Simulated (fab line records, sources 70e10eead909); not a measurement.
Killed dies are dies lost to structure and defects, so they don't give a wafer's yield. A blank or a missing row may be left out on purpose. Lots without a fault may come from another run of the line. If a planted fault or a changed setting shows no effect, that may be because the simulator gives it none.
fab line records | flow nand_harc | part 1 of 2: steps 1 to 19 of 27
record: lots: 5 wafers: 15 last_day: 33
route steps=1302 shown A_CONTACT@987
lots with no fault: from the same line, run without faults
start_h: start of the lot's first displayed wafer, in hours after the record's first day | wait_h: hours elapsed since this lot's preceding step | " identical to the entry in the row above | L1.1+2: a row that stands for several wafers | - either no value or no given start | * or withheld: withheld | < > ~ a bound
route shown NAME@n: a module of which the file shows steps, and the number in the route of the first | usual: mean and standard deviation over wafers with no fault | same: alike in all rows | chamber/n: place in a boat | sites: the reading at each site | _std_site: their standard deviation | _edge_site: the outer-site mean with the inner-site mean subtracted | radius_mm: for every site, how far away it sits from the centre of the wafer | mask NAME#n: copy n | behind: the tool/chamber that last shaped the wafer | hold: reason for holding the lot/hours on hold/outcome of the hold | device: which transistor (n, p or np) failed to switch | end of line: at the end of the route, the tests of the same wafers | where a step has no rows: the recipe by itself | killed: at the first sort, the dies lost to defects and structure; wafer yield is something else | map: a wafer's dies, marking killed ones x, the rest . and places with no die _
set.NAME: the setting the step ran with; set.NAME@STEP: the setting that earlier step ran with | model.NAME: the simulator's own value behind a step, which no gauge read
lots at selected steps of the route; one table per step, one row per wafer
services: from which hour (start_h, from the record's first day; less than 0 if before it) a tool's chamber was out of use, for how many hours, and why
== steps ==
step: NHARC_A_CONTACT_DEHYDRATE_32
recipe: temp_c: 150 time_s: 120
usual: exhaust_pa: 45.0/0.85 heater_power_total_W: 182.6/1.2
columns lot.wafer tool chamber start_h wait_h exhaust_pa heater_power_total_W
L075.1 litho_track-06 0 518.69 0.2 46.0 184.9
L075.4 " 0 " " 45.2 182.4
L075.6 " 0 " " 45.4 182.1
L085.1 litho_track-04 0 592.80 0.2 46.0 183.5
L085.4 " 0 " " 45.0 183.9
L085.6 " 0 " " 45.3 181.0
L087.1 litho_track-04 0 602.54 0.3 44.4 182.7
L087.2 " 0 " " 45.1 182.8
L087.4 " 0 " " 45.6 183.9
L089.1 litho_track-01 0 650.59 0.2 44.0 184.4
L089.4 " 0 " " 43.4 183.6
L089.5 " 0 " " 44.6 182.4
L095.3 litho_track-01 0 714.18 0.2 45.7 181.2
L095.4 " 0 " " 45.4 181.3
L095.6 " 0 " " 44.6 181.2
step: NHARC_A_CONTACT_HMDS_33
recipe: time_s: 30
usual: exhaust_pa: 45.0/0.88
columns lot.wafer tool chamber start_h wait_h exhaust_pa
L075.1 litho_track-06 0 - - 46.0
L075.4 " 0 " " 45.8
L075.6 " 0 " " 46.3
L085.1 litho_track-04 0 - - 44.2
L085.4 " 0 " " 43.5
L085.6 " 0 " " 45.0
L087.1 litho_track-04 0 - - 43.2
L087.2 " 0 " " 46.2
L087.4 " 0 " " 45.7
L089.1 litho_track-01 0 - - 44.4
L089.4 " 0 " " 44.8
L089.5 " 0 " " 44.9
L095.3 litho_track-01 0 - - 44.5
L095.4 " 0 " " 43.4
L095.6 " 0 " " 44.4
step: NHARC_A_CONTACT_COAT_34
recipe: temp_c: 260 time_s: 75
usual: exhaust_pa: 45.0/0.87 heater_power_total_W: 486.5/1.6
columns lot.wafer tool chamber start_h wait_h exhaust_pa heater_power_total_W
L075.1 litho_track-06 0 - - 43.5 485.6
L075.4 " 0 " " 43.5 485.2
L075.6 " 0 " " 44.9 486.9
L085.1 litho_track-04 0 - - 43.3 485.0
L085.4 " 0 " " 44.4 484.8
L085.6 " 0 " " 44.2 488.7
L087.1 litho_track-04 0 - - 44.6 484.9
L087.2 " 0 " " 43.8 487.2
L087.4 " 0 " " 44.6 486.7
L089.1 litho_track-01 0 - - 46.4 485.0
L089.4 " 0 " " 45.2 484.5
L089.5 " 0 " " 45.2 487.8
L095.3 litho_track-01 0 - - 43.5 484.6
L095.4 " 0 " " 45.3 485.2
L095.6 " 0 " " 44.0 485.5
step: NHARC_A_CONTACT_COAT_35
recipe: temp_c: 225 time_s: 65
usual: exhaust_pa: 45.0/0.9 heater_power_total_W: 446.7/2
columns lot.wafer tool chamber start_h wait_h exhaust_pa heater_power_total_W
L075.1 litho_track-06 0 - - 45.1 445.9
L075.4 " 0 " " 44.7 447.3
L075.6 " 0 " " 43.6 447.2
L085.1 litho_track-04 0 - - 44.5 446.9
L085.4 " 0 " " 45.1 448.2
L085.6 " 0 " " 45.4 449.5
L087.1 litho_track-04 0 - - 46.0 444.0
L087.2 " 0 " " 44.7 447.2
L087.4 " 0 " " 44.4 444.1
L089.1 litho_track-01 0 - - 44.8 445.4
L089.4 " 0 " " 44.9 446.1
L089.5 " 0 " " 45.7 447.1
L095.3 litho_track-01 0 - - 46.4 444.5
L095.4 " 0 " " 45.8 444.1
L095.6 " 0 " " 45.8 444.0
step: NHARC_A_CONTACT_COAT_36
recipe: spin_rpm: 1500 resist_thk_nm: 90
usual: exhaust_pa: 44.9/0.88
columns lot.wafer tool chamber start_h wait_h exhaust_pa
L075.1 litho_track-06 0 - - 44.5
L075.4 " 0 " " 44.1
L075.6 " 0 " " 43.6
L085.1 litho_track-04 0 - - 45.3
L085.4 " 0 " " 44.9
L085.6 " 0 " " 47.4
L087.1 litho_track-04 0 - - 45.1
L087.2 " 0 " " 45.5
L087.4 " 0 " " 46.0
L089.1 litho_track-01 0 - - 43.5
L089.4 " 0 " " 44.9
L089.5 " 0 " " 43.6
L095.3 litho_track-01 0 - - 45.5
L095.4 " 0 " " 45.3
L095.6 " 0 " " 44.7
step: NHARC_A_CONTACT_SOFTBAKE_37
recipe: temp_c: 105 time_s: 55
usual: exhaust_pa: 44.9/0.89 heater_power_total_W: 188.45/0.13
columns lot.wafer tool chamber start_h wait_h exhaust_pa heater_power_total_W
L075.1 litho_track-06 0 - - 45.9 188.41
L075.4 " 0 " " 45.5 188.39
L075.6 " 0 " " 45.0 188.46
L085.1 litho_track-04 0 - - 47.2 188.29
L085.4 " 0 " " 45.6 188.51
L085.6 " 0 " " 46.5 188.57
L087.1 litho_track-04 0 - - 45.6 188.28
L087.2 " 0 " " 44.3 188.44
L087.4 " 0 " " 44.7 188.49
L089.1 litho_track-01 0 - - 45.1 188.38
L089.4 " 0 " " 44.6 188.64
L089.5 " 0 " " 44.9 188.63
L095.3 litho_track-01 0 - - 44.9 188.41
L095.4 " 0 " " 45.8 188.55
L095.6 " 0 " " 45.0 188.38
step: NHARC_A_CONTACT_EBR_38
usual: exhaust_pa: 45.1/0.88
columns lot.wafer tool chamber start_h wait_h exhaust_pa
L075.1 litho_track-06 0 - - 45.4
L075.4 " 0 " " 44.7
L075.6 " 0 " " 45.6
L085.1 litho_track-04 0 - - 45.0
L085.4 " 0 " " 44.2
L085.6 " 0 " " 43.2
L087.1 litho_track-04 0 - - 44.2
L087.2 " 0 " " 44.0
L087.4 " 0 " " 45.6
L089.1 litho_track-01 0 - - 43.0
L089.4 " 0 " " 43.9
L089.5 " 0 " " 45.1
L095.3 litho_track-01 0 - - 43.6
L095.4 " 0 " " 45.2
L095.6 " 0 " " 44.1
step: NHARC_A_CONTACT_EXPOSE_39
recipe: na: 1.35 sigma_outer: 0.8 dose_mj: 58.79 mask_id: A_CC_3
same: sigma_outer: 0.8
columns lot.wafer tool chamber start_h wait_h mask
L075.1+4+6 arfi_scanner-02 0 518.88 - A_CC_3#0
L085.1+4+6 arfi_scanner-02 0 592.98 - A_CC_3#0
L087.1+2+4 arfi_scanner-01 0 602.85 - A_CC_3#0
L089.1+4+5 arfi_scanner-01 0 650.90 - A_CC_3#0
L095.3+4+6 arfi_scanner-01 0 714.50 - A_CC_3#0
step: NHARC_A_CONTACT_PEB_40
recipe: peb_temp_c: 100 peb_time_s: 65
usual: exhaust_pa: 44.9/0.92 heater_power_total_W: 156.7/0.41
columns lot.wafer tool chamber start_h wait_h exhaust_pa heater_power_total_W
L075.1 litho_track-04 0 518.94 0.1 45.5 156.4
L075.4 " 0 " " 44.7 157.0
L075.6 " 0 " " 44.8 156.9
L085.1 litho_track-01 0 593.04 0.1 43.9 157.1
L085.4 " 0 " " 44.3 156.9
L085.6 " 0 " " 44.5 156.7
L087.1 litho_track-01 0 602.91 0.1 44.8 157.0
L087.2 " 0 " " 43.5 157.0
L087.4 " 0 " " 44.0 156.1
L089.1 litho_track-06 0 650.96 0.1 44.5 156.4
L089.4 " 0 " " 44.2 156.0
L089.5 " 0 " " 43.5 156.0
L095.3 litho_track-04 0 714.55 0.0 46.8 156.3
L095.4 " 0 " " 43.6 156.4
L095.6 " 0 " " 44.5 157.1
step: NHARC_A_CONTACT_DEVELOP_41
recipe: develop_time_s: 35 dev_temp_c: 23
usual: exhaust_pa: 45.3/1
columns lot.wafer tool chamber start_h wait_h exhaust_pa
L075.1 litho_track-04 0 - - 44.2
L075.4 " 0 " " 44.8
L075.6 " 0 " " 45.0
L085.1 litho_track-01 0 - - 45.3
L085.4 " 0 " " 46.0
L085.6 " 0 " " 44.7
L087.1 litho_track-01 0 - - 45.0
L087.2 " 0 " " 46.9
L087.4 " 0 " " 46.1
L089.1 litho_track-06 0 - - 46.4
L089.4 " 0 " " 45.6
L089.5 " 0 " " 45.4
L095.3 litho_track-04 0 - - 46.3
L095.4 " 0 " " 44.3
L095.6 " 0 " " 46.2
step: NHARC_A_CONTACT_CD_MEAS_42
recipe: target_cd_nm: 300 landing_energy_ev: 500
usual: cd_nm: 299.9/0.57
same: landing_energy_ev: 500
columns lot.wafer tool chamber start_h wait_h cd_nm
L075.1 cd_sem-01 0 519.02 - 300.2
L075.4 " 0 " " 300.1
L075.6 " 0 " " 299.4
L085.1 cd_sem-02 0 593.12 - 298.8
L085.4 " 0 " " 299.4
L085.6 " 0 " " 299.5
L087.1 cd_sem-03 0 602.99 - 300.4
L087.2 " 0 " " 299.8
L087.4 " 0 " " 300.0
L089.1 cd_sem-01 0 651.03 - 299.0
L089.4 " 0 " " 299.7
L089.5 " 0 " " 298.8
L095.3 cd_sem-02 0 714.64 - 300.2
L095.4 " 0 " " 300.1
L095.6 " 0 " " 299.7
step: NHARC_A_CONTACT_OVL_MEAS_43
usual: overlay_x_nm: 0.0/0.98 overlay_y_nm: 0.1/0.8
columns lot.wafer tool chamber start_h wait_h overlay_x_nm overlay_y_nm
L075.1 overlay-02 - 519.11 - 0.3 0.5
L075.4 " - " " 0.4 0.7
L075.6 " - " " 0.0 -0.1
L085.1 overlay-01 - 593.21 - -1.4 1.0
L085.4 " - " " -1.2 1.2
L085.6 " - " " -0.6 1.2
L087.1 overlay-01 - 603.08 - 0.0 -2.0
L087.2 " - " " 0.0 -1.8
L087.4 " - " " -0.3 -1.9
L089.1 overlay-01 - 651.12 - -0.7 -0.5
L089.4 " - " " -0.5 0.0
L089.5 " - " " -0.9 -0.2
L095.3 overlay-01 - 714.72 - -1.5 0.9
L095.4 " - " " -1.4 0.4
L095.6 " - " " -1.9 0.4
step: NHARC_A_CONTACT_INSPECT_44
usual: raw_defect_count: 88/30
columns lot.wafer tool chamber start_h wait_h raw_defect_count
L075.1 defect_inspect-01 - 519.14 0.0 155
L075.4 " - " " 125
L075.6 " - " " 123
L085.1 defect_inspect-01 - 593.25 0.0 91
L085.4 " - " " 59
L085.6 " - " " 87
L087.1 defect_inspect-01 - 603.11 0.0 83
L087.2 " - " " 85
L087.4 " - " " 81
L089.1 defect_inspect-01 - 651.16 0.0 85
L089.4 " - " " 81
L089.5 " - " " 88
L095.3 defect_inspect-01 - 714.76 0.0 70
L095.4 " - " " 65
L095.6 " - " " 66
step: NHARC_A_CONTACT_DESCUM_47
recipe: time_s: 3 o2_flow_sccm: 200 ar_flow_sccm: 0 bias_power_w: 0 chemistry: O2
usual: drypump_motor_current_A: 5.5/0.36 mfc_ar_sccm: 0.005/0.0096 oes_product_au: 0.999/0.0099 rf_vpp_V: 58.0/0.88 showerhead_plenum_p_Torr: 1.95/0.093 throttle_valve_pct: 11.311/0.0088
columns lot.wafer tool chamber start_h wait_h drypump_motor_current_A mfc_ar_sccm oes_product_au rf_hours_counter_h rf_vpp_V showerhead_plenum_p_Torr throttle_valve_pct
L075.4 rie_diel-11 0 519.21 0.1 5.7 0.016 0.994 19 57.7 2.07 11.316
L075.1 " 1 " " 5.7 0 0.989 27 58.6 1.83 11.309
L075.6 " 3 " " 5.2 0 0.983 - 57.5 2.03 11.308
L085.4 rie_diel-04 0 593.31 0.1 6.3 0 1.001 17 58.5 1.92 11.303
L085.1 " 2 " " 5.3 0.002 1.001 5 57.5 2.07 11.326
L085.6 " 0 " " 6.3 0 1.005 - 58.3 1.92 11.313
L087.2 rie_diel-02 1 603.18 0.1 5.0 0 1.020 6 60.0 1.97 11.321
L087.1 " 2 " " 5.3 0.001 1.013 5 57.8 1.77 11.315
L087.4 " 3 " " 6.1 0.029 0.996 2 57.6 1.99 11.312
L089.1 rie_diel-11 1 651.23 0.1 5.7 0 0.992 8 57.0 1.82 11.289
L089.4 " 3 " " 5.2 0 0.998 7 58.0 2.02 11.324
L089.5 " 1 " " 5.7 0 0.993 - 57.1 1.82 11.306
L095.4 rie_diel-02 2 714.83 0.1 5.4 0.001 0.997 25 57.0 1.77 11.308
L095.3 " 3 " " 6.1 0.029 0.989 23 58.9 1.98 11.314
L095.6 " 1 " " 5.0 0 1.007 - 58.2 1.96 11.305
step: NHARC_A_CONTACT_ETCH_48
recipe: target_depth_a: 390 over_etch_frac: 0.3 time_s: 65 ion_energy_ev: 80 cf4_flow_sccm: 150 ar_flow_sccm: 0 rf_w: 300 bias_w: 100 chemistry: CF4
usual: cf4_flow_sccm: 150.0/0.43 drypump_motor_current_A: 5.5/0.36 mfc_ar_sccm: 0.006/0.01 oes_product_au: 0.999/0.0088 rf_vpp_V: 151.5/1.3 showerhead_plenum_p_Torr: 1.79/0.084 throttle_valve_pct: 13.284/0.0092
columns lot.wafer tool chamber start_h wait_h cf4_flow_sccm drypump_motor_current_A mfc_ar_sccm oes_product_au rf_hours_counter_h rf_vpp_V showerhead_plenum_p_Torr throttle_valve_pct
L075.1 rie_diel-11 2 519.29 0.1 150.5 5.8 0 1.005 25 154.0 1.86 13.284
L075.4 " 3 " " 149.6 5.2 0 1.007 27 151.5 1.87 13.297
L075.6 " 2 " " 150.3 5.8 0 0.997 - 152.1 1.86 13.281
L085.4 rie_diel-04 3 593.39 0.1 150.2 5.2 0 0.990 12 148.7 1.66 13.282
L085.1 " 1 " " 149.7 5.0 0 1.013 14 151.6 1.81 13.268
L085.6 " 3 " " 150.3 5.2 0 0.990 - 151.0 1.66 13.288
L087.1 rie_diel-02 3 603.27 0.1 149.7 6.1 0.029 0.985 2 150.8 1.83 13.277
L087.2 " 0 " " 149.8 5.7 0 0.999 6 152.4 1.82 13.297
L087.4 " 1 " " 150.2 5.0 0 1.010 6 150.8 1.82 13.297
L089.4 rie_diel-11 0 651.31 0.1 150.9 5.7 0.016 1.003 8 151.4 1.89 13.284
L089.1 " 1 " " 150.3 5.7 0 0.998 8 150.0 1.69 13.292
L089.5 " 1 " " 150.1 5.7 0 0.997 - 149.5 1.69 13.298
L095.4 rie_diel-02 0 714.91 0.1 149.7 5.7 0 0.996 24 151.3 1.82 13.290
L095.3 " 2 " " 150.2 5.3 0.001 1.000 25 149.6 1.64 13.289
L095.6 " 0 " " 149.4 5.7 0 1.003 - 151.7 1.82 13.284
step: NHARC_A_CONTACT_ETCH_49
recipe: target_depth_a: 2600 over_etch_frac: 0.3 time_s: 475.3 ion_energy_ev: 200 n2_flow_sccm: 150 h2_flow_sccm: 150 ar_flow_sccm: 0 rf_w: 400 bias_w: 150 chemistry: N2/H2
usual: drypump_motor_current_A: 5.5/0.36 h2_flow_sccm: 149.9/0.46 mfc_ar_sccm: 0.005/0.0099 oes_product_au: 0.999/0.0085 rf_vpp_V: 431.5/2.8 showerhead_plenum_p_Torr: 2.08/0.1 throttle_valve_pct: 14.172/0.0082
columns lot.wafer tool chamber start_h wait_h drypump_motor_current_A h2_flow_sccm mfc_ar_sccm oes_product_au rf_hours_counter_h rf_vpp_V showerhead_plenum_p_Torr throttle_valve_pct
L075.4 rie_diel-11 3 - - 5.2 150.1 0 0.999 27 435.2 2.17 14.158
L075.1 " 0 " " 5.7 149.8 0.016 0.993 19 434.7 2.21 14.186
L075.6 " 3 " " 5.2 150.6 0 0.997 - 434.1 2.17 14.180
L085.4 rie_diel-04 0 - - 6.2 149.8 0 1.004 17 430.6 2.04 14.185
L085.1 " 2 " " 5.3 149.7 0.002 1.004 5 434.2 2.22 14.166
L085.6 " 3 " " 5.2 150.1 0 0.988 - 428.0 1.90 14.174
L087.2 rie_diel-02 3 - - 6.1 149.5 0.029 0.987 2 433.7 2.12 14.164
L087.1 " 0 " " 5.7 150.0 0 1.000 6 432.3 2.11 14.160
L087.4 " 1 " " 5.0 149.3 0 1.021 6 430.9 2.10 14.170
L089.4 rie_diel-11 0 - - 5.7 150.3 0.016 1.010 8 434.2 2.20 14.166
L089.1 " 1 " " 5.7 149.7 0 1.003 8 428.0 1.94 14.169
L089.5 " 3 " " 5.2 149.4 0 0.990 - 432.2 2.15 14.182
L095.4 rie_diel-02 0 - - 5.7 149.8 0 1.008 24 431.3 2.10 14.180
L095.3 " 2 " " 5.3 150.5 0.001 1.000 25 425.3 1.88 14.165
L095.6 " 0 " " 5.7 150.1 0 0.997 - 432.8 2.10 14.171
step: NHARC_A_CONTACT_ETCH_50
recipe: target_depth_a: 1210 time_s: 60.5 cf4_flow_sccm: 100 chf3_flow_sccm: 30 ar_flow_sccm: 0 rf_w: 500 bias_w: 200 chemistry: CF4/CHF3
usual: cf4_flow_sccm: 100.0/0.34 drypump_motor_current_A: 5.5/0.36 mfc_ar_sccm: 0.005/0.01 oes_product_au: 0.955/0.025 rf_vpp_V: 371.5/2.7 showerhead_plenum_p_Torr: 1.60/0.073 throttle_valve_pct: 16.803/0.0096
columns lot.wafer tool chamber start_h wait_h cf4_flow_sccm drypump_motor_current_A mfc_ar_sccm oes_product_au rf_hours_counter_h rf_vpp_V showerhead_plenum_p_Torr throttle_valve_pct
L075.1 rie_diel-11 3 - - 100.4 5.2 0 0.913 28 374.2 1.67 16.796
L075.4 " 0 " " 99.8 5.7 0.016 0.920 19 374.5 1.69 16.802
L075.6 " 2 " " 99.3 5.8 0 0.926 - 373.9 1.65 16.800
L085.1 rie_diel-04 3 - - 99.7 5.2 0 0.975 12 366.7 1.47 16.807
L085.4 " 0 " " 100.2 6.2 0 0.960 18 372.0 1.58 16.788
L085.6 " 3 " " 100.2 5.2 0 0.982 - 367.9 1.47 16.792
L087.1 rie_diel-02 2 - - 99.5 5.3 0.001 0.982 6 366.9 1.46 16.807
L087.4 " 0 " " 99.6 5.7 0 0.983 6 373.6 1.62 16.810
L087.2 " 1 " " 100.1 5.0 0 0.986 6 372.2 1.62 16.796
L089.1 rie_diel-11 2 - - 99.8 5.8 0 0.995 7 373.6 1.64 16.804
L089.4 " 0 " " 100.0 5.7 0.016 0.973 8 374.2 1.68 16.809
L089.5 " 1 " " 100.4 5.7 0 0.972 - 366.8 1.50 16.809
L095.4 rie_diel-02 1 - - 100.5 5.0 0 0.949 24 372.9 1.61 16.798
L095.3 " 2 " " 99.6 5.3 0.001 0.962 25 366.6 1.46 16.802
L095.6 " 0 " " 99.9 5.7 0 0.975 - 372.8 1.62 16.812
step: NHARC_A_CONTACT_ETCH_51
recipe: target_depth_a: 70000 over_etch_frac: 0.3 time_s: 1820 ion_energy_ev: 150 o2_flow_sccm: 400 cos_flow_sccm: 20 ar_flow_sccm: 0 rf_w: 500 bias_w: 300 chemistry: O2/COS
usual: drypump_motor_current_A: 5.6/0.37 mfc_ar_sccm: 0.006/0.01 oes_product_au: 0.998/0.0089 rf_vpp_V: 314.8/2.3 showerhead_plenum_p_Torr: 3.17/0.15 throttle_valve_pct: 28.330/0.0092
columns lot.wafer tool chamber start_h wait_h drypump_motor_current_A mfc_ar_sccm oes_product_au rf_hours_counter_h rf_vpp_V showerhead_plenum_p_Torr throttle_valve_pct
L075.1 rie_diel-11 2 - - 5.8 0 1.002 26 316.3 3.28 28.340
L075.4 " 1 " " 5.7 0 0.998 27 311.5 3.00 28.329
L075.6 " 2 " " 5.8 0 1.000 - 317.8 3.28 28.333
L085.1 rie_diel-04 1 - - 5.0 0 1.005 15 316.8 3.20 28.336
L085.4 " 2 " " 5.3 0.002 0.988 5 317.0 3.37 28.339
L085.6 " 0 " " 6.3 0 1.003 - 315.0 3.13 28.320
L087.1 rie_diel-02 2 - - 5.3 0.001 1.002 6 308.4 2.90 28.332
L087.4 " 3 " " 6.1 0.029 0.994 3 315.5 3.23 28.334
L087.2 " 1 " " 5.0 0 1.008 6 315.1 3.21 28.314
L089.1 rie_diel-11 0 - - 5.7 0.016 1.009 8 316.4 3.34 28.326
L089.4 " 2 " " 5.8 0 1.011 7 316.0 3.26 28.331
L089.5 " 0 " " 5.7 0.016 0.998 - 317.4 3.34 28.322
L095.4 rie_diel-02 0 - - 5.7 0 1.007 25 314.9 3.21 28.322
L095.3 " 1 " " 5.0 0 1.010 24 314.8 3.20 28.331
L095.6 " 3 " " 6.1 0.029 0.987 - 315.8 3.22 28.327
step: NHARC_A_CONTACT_ETCH_111
recipe: source_w: withheld pressure_mtorr: 20 bias_v: withheld time_s: 140 target_depth_a: 7000 ar_flow_sccm: withheld c4f8_flow_sccm: withheld o2_flow_sccm: withheld chemistry: C4F8/O2/Ar
usual: oes_air_line_au: 0.998/0.023
columns lot.wafer tool chamber start_h wait_h oes_air_line_au rf_hours_counter_h
L075.1 har_cap_etch-03 1 521.03 - 0.968 44
L075.4 " 1 " " 0.975 -
L075.6 " 1 " " 1.018 -
L085.1 har_cap_etch-01 0 595.17 - 1.039 13
L085.4 " 0 " " 1.001 -
L085.6 " 1 " " 0.998 -
L087.1 har_cap_etch-01 1 605.01 - 0.978 17
L087.2 " 0 " " 1.020 17
L087.4 " 0 " " 1.017 -
L089.1 har_cap_etch-02 1 653.05 - 0.962 111
L089.4 " 0 " " 0.999 -
L089.5 " 1 " " 0.991 -
L095.4 har_cap_etch-01 0 716.70 - 0.995 -
L095.3 " 1 " " 1.000 -
L095.6 " 0 " " 1.011 -
